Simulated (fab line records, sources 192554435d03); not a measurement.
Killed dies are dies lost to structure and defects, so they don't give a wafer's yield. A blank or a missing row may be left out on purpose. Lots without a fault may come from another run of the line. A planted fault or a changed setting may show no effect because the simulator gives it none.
fab line records | flow n5_finfet
record lots=6 wafers=16 last_day=17
route steps=1938 shown BEOL_M2@914 BEOL_M4@1111
lots that met no fault: from a run of the same line without faults
start_h: hours from the record's first day to the start of the lot's first wafer shown | wait_h: hours since the lot's step before | " the same as in the row above | L1.1+2: a row that stands for several wafers | - no value, or no start given | * or withheld: withheld | < > ~ a bound
route shown NAME@n: a module of which the file shows steps, and the number in the route of the first | usual: mean/standard deviation of fault-free wafers | same: alike in all rows | chamber/n: place in a boat | sites: the reading at each site | _std_site: their standard deviation | _edge_site: outer sites' mean less inner sites' | radius_mm: how far each site lies from the wafer's centre | mask NAME#n: copy n | behind: the tool/chamber that last shaped the wafer | hold: why the lot was held/for how many hours/how that ended | device: the transistor (n, p or np) that didn't switch | end of line: the same wafers' tests at the end of the route | a step without rows: its recipe alone | killed: dies lost to structure and defects at the first sort, not the wafer's yield | map: a wafer's dies, x killed, . not, _ none there
set.NAME: the setting as run; set.NAME@STEP: as run at that earlier step | model.NAME: the simulator's own value behind a step, which no gauge read
lots at some steps of the route; a table a step, a row a wafer
services: from which hour (start_h, from the record's first day; less than 0 if before it) a tool's chamber was out of use, for how many hours, and why
## steps
# step N5_BEOL_M2_SPUTTER_90
# recipe material=Cu target_thk_a=45 temp_c=-20 chamber_pressure_pa=0.07 power_w=withheld time_s=8.29
# usual chamber_pressure_pa=0.07/0.00014 throttle_valve_pct=29.7/0.87
# same time_s=8.29
# columns lot.wafer tool chamber start_h wait_h chamber_pressure_pa throttle_valve_pct
L298.2 pvd_sputter-01 - 142.52 0.1 0.06979 30.2
L298.3 " - " " 0.0699 29.1
L298.5 " - " " 0.06993 29.2
L311.1 pvd_sputter-02 - 224.98 0.1 0.06996 29.4
L311.6 " - " " 0.06996 29.8
L312.1 pvd_sputter-03 - 227.22 0.1 0.07022 31.7
L312.2 " - " " 0.07018 29.2
L316.3 pvd_sputter-02 - 243.36 0.1 0.06998 31.0
L316.4 " - " " 0.07004 30.3
L316.6 " - " " 0.07004 31.0
L318.2 pvd_sputter-01 - 265.97 0.1 0.0699 29.8
L318.3 " - " " 0.07007 28.4
L318.6 " - " " 0.06996 30.1
L321.3 pvd_sputter-03 - 279.98 0.1 0.06992 29.2
L321.4 " - " " 0.06983 31.6
L321.6 " - " " 0.07006 29.5
# step N5_BEOL_M2_ANNEAL_91
# recipe temp_c=400 time_s=240 ambient=vacuum
# step N5_BEOL_M2_SPUTTER_92
# recipe material=Cu target_thk_a=45 temp_c=-20 chamber_pressure_pa=0.07 power_w=withheld time_s=8.29
# step N5_BEOL_M2_ANNEAL_93
# recipe temp_c=400 time_s=240 ambient=vacuum
# usual heater_power_w=816/66
# same time_s=240
# columns lot.wafer tool chamber start_h wait_h heater_power_w
L298.2 pvd_sputter-01 - 142.82 0.0 894
L298.3 " - " " 771
L298.5 " - " " 770
L311.1 pvd_sputter-02 - 225.28 0.0 773
L311.6 " - " " 871
L312.1 pvd_sputter-03 - 227.52 0.0 845
L312.2 " - " " 701
L316.3 pvd_sputter-02 - 243.66 0.0 924
L316.4 " - " " 880
L316.6 " - " " 901
L318.2 pvd_sputter-01 - 266.27 0.0 747
L318.3 " - " " 834
L318.6 " - " " 895
L321.3 pvd_sputter-03 - 280.28 0.0 687
L321.4 " - " " 848
L321.6 " - " " 716
# step N5_BEOL_M2_SPUTTER_94
# recipe material=Cu target_thk_a=45 temp_c=-20 chamber_pressure_pa=0.07 power_w=withheld time_s=8.29
# step N5_BEOL_M2_ANNEAL_95
# recipe temp_c=400 time_s=240 ambient=vacuum
# usual heater_power_w=816/64
# same time_s=240
# columns lot.wafer tool chamber start_h wait_h heater_power_w
L298.2 pvd_sputter-01 - 143.04 0.0 875
L298.3 " - " " 796
L298.5 " - " " 787
L311.1 pvd_sputter-02 - 225.50 0.0 790
L311.6 " - " " 866
L312.1 pvd_sputter-03 - 227.74 0.0 833
L312.2 " - " " 710
L316.3 pvd_sputter-02 - 243.88 0.0 892
L316.4 " - " " 914
L316.6 " - " " 889
L318.2 pvd_sputter-01 - 266.49 0.0 755
L318.3 " - " " 871
L318.6 " - " " 874
L321.3 pvd_sputter-03 - 280.50 0.0 718
L321.4 " - " " 848
L321.6 " - " " 695
# step N5_BEOL_M2_SPUTTER_96
# recipe material=Cu target_thk_a=45 temp_c=-20 chamber_pressure_pa=0.07 power_w=withheld time_s=8.29
# step N5_BEOL_M2_ECD_50
# recipe material=Cu target_thk_a=3000
# step N5_BEOL_M2_ANNEAL_51
# recipe temp_c=225 time_s=90 ambient=N2
# step N5_BEOL_M2_CMP_52
# recipe stop_on=SiOC t_overpolish_s=6.8 down_force_psi=1 platen_rpm=50 clearing_platen_down_force_psi=1.5 clearing_platen_rpm=50 post_cmp_clean=cu_alkaline target_thk_nm=40 clearing_platen_pad_velocity_m_s=0.99484 pad_velocity_m_s=0.99484
# usual barrier_field_endpoint_s=24.6/0.63 motor_current_A=6.4/0.76 overpolish_run_s=6.802/0.0095 time_to_endpoint_s=63/3.3
# columns lot.wafer tool chamber start_h wait_h barrier_field_endpoint_s motor_current_A overpolish_run_s time_to_endpoint_s
L298.2 cmp-04 3 143.71 0.2 24.8 5.9 6.801 65
L298.3 " 0 " " 24.8 6.0 6.812 64
L298.5 " 2 " " 24.8 7.3 6.799 67
L311.1 cmp-01 3 226.26 0.4 23.6 6.4 6.804 60
L311.6 " 1 " " 24.2 5.2 6.806 61
L312.1 cmp-02 2 228.41 0.3 23.6 6.1 6.775 59
L312.2 " 3 " " 24.7 6.8 6.804 67
L316.3 cmp-02 3 244.76 0.2 26.1 6.5 6.806 69
L316.4 " 0 " " 24.7 6.9 6.813 62
L316.6 " 3 " " 25.0 6.6 6.822 67
L318.2 cmp-04 2 267.12 0.2 25.0 7.4 6.788 68
L318.3 " 3 " " 24.5 5.7 6.796 68
L318.6 " 3 " " 25.6 5.7 6.807 65
L321.4 cmp-04 2 281.21 0.2 24.5 7.6 6.787 66
L321.3 " 3 " " 25.3 5.3 6.802 68
L321.6 " 0 " " 25.2 6.0 6.800 66
# step N5_BEOL_M2_THK_MEAS_53
# recipe thk_meas_gauge=xrf reads=Cu_of_BEOL_M2_ECD_50
# usual M2_THK=39.1/1.5
# columns lot.wafer tool chamber start_h wait_h M2_THK[nm]
L298.2 film_metro-02 - 143.97 - 38.5
L298.3 " - " " 37.0
L298.5 " - " " 40.0
L311.1 film_metro-02 - 226.44 - 35.3
L311.6 " - " " 38.2
L312.1 film_metro-01 - 228.67 - 39.4
L312.2 " - " " 39.9
L316.3 film_metro-01 - 245.06 - 39.7
L316.4 " - " " 40.8
L316.6 " - " " 39.6
L318.2 film_metro-01 - 267.42 - 42.5
L318.3 " - " " 40.3
L318.6 " - " " 41.5
L321.3 film_metro-01 - 281.43 - 40.5
L321.4 " - " " 38.9
L321.6 " - " " 39.7
# step N5_BEOL_M2_PRE_CLEAN_60
# recipe gas=NH3/H2 time_s=15 temp_c=* rf_power_w=300
# usual heater_power_w=79/17
# same time_s=15
# columns lot.wafer tool chamber start_h wait_h heater_power_w
L298.2 cvd_co-02 0 144.00 0.0 74
L298.3 " 1 " " 77
L298.5 " 2 " " 82
L311.1 cvd_co-02 0 226.48 0.0 74
L311.6 " 2 " " 85
L312.1 cvd_co-02 0 228.71 0.0 74
L312.2 " 2 " " 85
L316.3 cvd_co-01 0 245.09 0.0 67
L316.4 " 2 " " 116
L316.6 " 1 " " 67
L318.2 cvd_co-01 1 267.50 0.1 67
L318.3 " 0 " " 65
L318.6 " 2 " " 116
L321.3 cvd_co-01 0 281.46 0.0 66
L321.4 " 2 " " 117
L321.6 " 1 " " 67
# step N5_BEOL_M2_CO_CAP_55
# recipe material=Co target_thk_a=20 temp_c=200 precursor=CCTBA/H2 pressure_torr=30 time_s=102.1
# usual heater_power_w=229/22 run_length_s=124.6/0.41
# columns lot.wafer tool chamber start_h wait_h heater_power_w run_length_s model.Co_of_BEOL_M2_CO_CAP_55.thk_nm
L298.2 cvd_co-02 0 144.04 0.0 223 124.4 1.8
L298.3 " 1 " " 222 125.0 2
L298.5 " 2 " " 231 123.9 2
L311.1 cvd_co-02 0 226.52 0.0 227 103.2 1.6
L311.6 " 2 " " 239 123.7 2
L312.1 cvd_co-02 0 228.75 0.0 234 103.6 1.8
L312.2 " 2 " " 237 102.2 1.6
L316.3 cvd_co-01 0 245.13 0.0 208 124.9 2
L316.4 " 2 " " 274 125.2 2
L316.6 " 1 " " 218 124.7 2
L318.2 cvd_co-01 1 267.54 0.0 217 124.2 2
L318.3 " 0 " " 207 125.2 2
L318.6 " 2 " " 274 125.5 2
L321.3 cvd_co-01 0 281.50 0.0 207 125.0 2
L321.4 " 2 " " 277 124.8 2
L321.6 " 1 " " 214 124.3 2.2
# step N5_BEOL_M2_PRE_CLEAN_56
# recipe gas=NH3 time_s=15 temp_c=withheld rf_power_w=300
# step N5_BEOL_M4_RC_MEAS_101
# usual DIBL_N=36.2/1.7 DIBL_P=36.6/1.9 IOFF_N=0.16/0.032 IOFF_P=0.21/0.037 ION_N=675/12 ION_P=460/8.1 SS_N=71.4/0.58 SS_P=73.4/0.64 VT_N=249/3.2 VT_P=-252/3.4
# columns lot.wafer tool chamber start_h wait_h DIBL_N[mV/V] DIBL_P[mV/V] IOFF_N[nA/um] IOFF_P[nA/um] ION_N[uA/um] ION_P[uA/um] SS_N[mV/dec] SS_P[mV/dec] VT_N[mV] VT_P[mV]
L298.2 prober-02 0 166.89 0.2 38.8 36.9 0.19 0.21 694 467 71.8 74.1 243 -250
L298.3 " 0 " " 38.4 39.0 0.20 0.24 682 469 71.7 74.0 245 -249
L298.5 " 0 " " 35.8 35.4 0.14 0.18 675 457 70.3 72.4 249 -253
L311.1 prober-02 0 244.98 0.0 34.8 34.8 0.15 0.17 681 457 71.2 72.9 252 -255
L311.6 " 0 " " 35.5 35.0 0.15 0.17 661 447 71.5 72.6 250 -256
L312.1 prober-02 0 246.70 0.0 38.2 39.3 0.19 0.21 664 452 72.2 73.6 249 -253
L312.2 " 0 " " 36.4 37.2 0.16 0.19 677 460 71.9 73.4 248 -252
L316.3 prober-01 0 267.97 0.3 34.7 35.1 0.14 0.16 666 446 71.2 73.4 253 -256
L316.4 " 0 " " 37.6 39.4 0.20 0.23 682 460 71.6 74.8 247 -253
L316.6 " 0 " " 34.6 34.5 0.13 0.15 665 447 70.6 73.1 253 -255
L318.2 prober-02 0 286.90 0.2 37.7 36.5 0.15 0.19 678 461 71.2 72.9 251 -253
L318.3 " 0 " " 38.1 37.4 0.17 0.21 688 467 72.7 72.7 248 -253
L318.6 " 0 " " 36.9 35.3 0.13 0.17 648 448 71.7 72.6 256 -257
L321.3 prober-02 0 297.06 0.3 36.4 34.8 0.15 0.19 673 466 70.6 72.9 248 -252
L321.4 " 0 " " 38.6 37.5 0.19 0.24 688 468 71.2 73.2 247 -250
L321.6 " 0 " " 36.1 33.7 0.14 0.18 656 456 70.8 72.0 253 -254
## services
# columns tool chamber start_h hours kind
cmp-01 - 130.78 0.4 repair
cmp-01 - 134.49 5.1 pm
pvd_sputter-01 - 157.09 9.9 repair
cmp-01 - 195.44 2.3 repair
cmp-04 - 198.53 0.2 repair
cmp-02 - 200.12 5.6 pm
cvd_co-02 - 218.36 0.3 repair
cmp-02 - 224.03 4.0 pm
cmp-02 - 228.03 - consumable_replace:conditioner
cmp-02 - 228.03 - consumable_replace:pad
cmp-04 - 233.49 3.8 repair
cmp-02 - 235.30 2.8 repair
cvd_co-01 - 241.24 2.8 pm
## key
first_sign step=N5_BEOL_M2_CO_CAP_55 reading=run_length_s direction=down sigmas=52 usual=* struck=*
effect none on later readings
model_effect step=N5_BEOL_M2_CO_CAP_55 value=Co_of_BEOL_M2_CO_CAP_55.thk_nm without=2.067 struck=1.667
met_at N5_BEOL_M2_CO_CAP_55
struck_wafers L311.1,L312.1,L312.2
onset_between 144.04 226.52
fault kind=process_parameter_drift tool=cvd_co-02 chamber=- onset_h=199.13 steps=N5_BEOL_M2_CO_CAP_55 channel=time_s offset=* shape=step end_h=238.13 scope=struck_wafers_only acts_in=* stated=*
